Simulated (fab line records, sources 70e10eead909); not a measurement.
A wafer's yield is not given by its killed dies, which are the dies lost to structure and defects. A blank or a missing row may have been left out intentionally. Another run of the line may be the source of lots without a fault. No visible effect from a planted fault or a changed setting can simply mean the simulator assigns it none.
Matching of chambers    flow nand harc    NHARC_A_BONDPAD_STRIP_15 on rie diel-07: 4 sister chambers
The step strips in O2. 8 wafers are shown with their chamber, then 7 later ones without.

== WAFERS PAIRED WITH THEIR CHAMBERS ==
wafer   chamber  showerhead plenum p Torr (Torr)  drypump motor current A (A)
L116.4  3        3.49                             6.5
L120.6  3        3.49                             6.5
L121.4  0        3.38                             6.1
L121.6  1        3.71                             5.8
L122.2  2        3.54                             5.0
L122.5  1        3.71                             5.8
L122.6  2        3.54                             5.0
L127.2  0        3.37                             6.2

== WAFERS WITHOUT THEIR CHAMBER ==
wafer   showerhead plenum p Torr (Torr)  drypump motor current A (A)
L127.5  3.48                             6.5
L135.2  3.48                             6.5
L135.4  3.37                             6.1
L135.6  3.70                             5.8
L134.1  3.54                             5.0
L134.2  3.70                             5.7
L134.3  3.48                             6.5

== WHICH CHAMBER EACH ONE RAN IN ==
wafer   from the rows above  in truth
L127.5  3                    3
L135.2  3                    3
L135.4  0                    0
L135.6  1                    1
L134.1  2                    2
L134.2  1                    1
L134.3  3                    3
Placed correctly: 7 of 7. From these rows, 0 cannot be placed. Number placed wrongly: 0.
How it was worked out, from the rows above alone: a wafer's distance from a chamber is the root of the sum, over the readings, of the square of ((its reading less the chamber's mean) divided by the reading's scatter). If the next closest chamber is less than 2 further off than the closest, the wafer can't be placed; otherwise it belongs to the closest. For every chamber, the mean is computed from those of its wafers that are shown. The scatter: take each reading less its chamber's mean, square it, sum over the shown wafers, divide by the number of wafers less the number of chambers, and take the root.
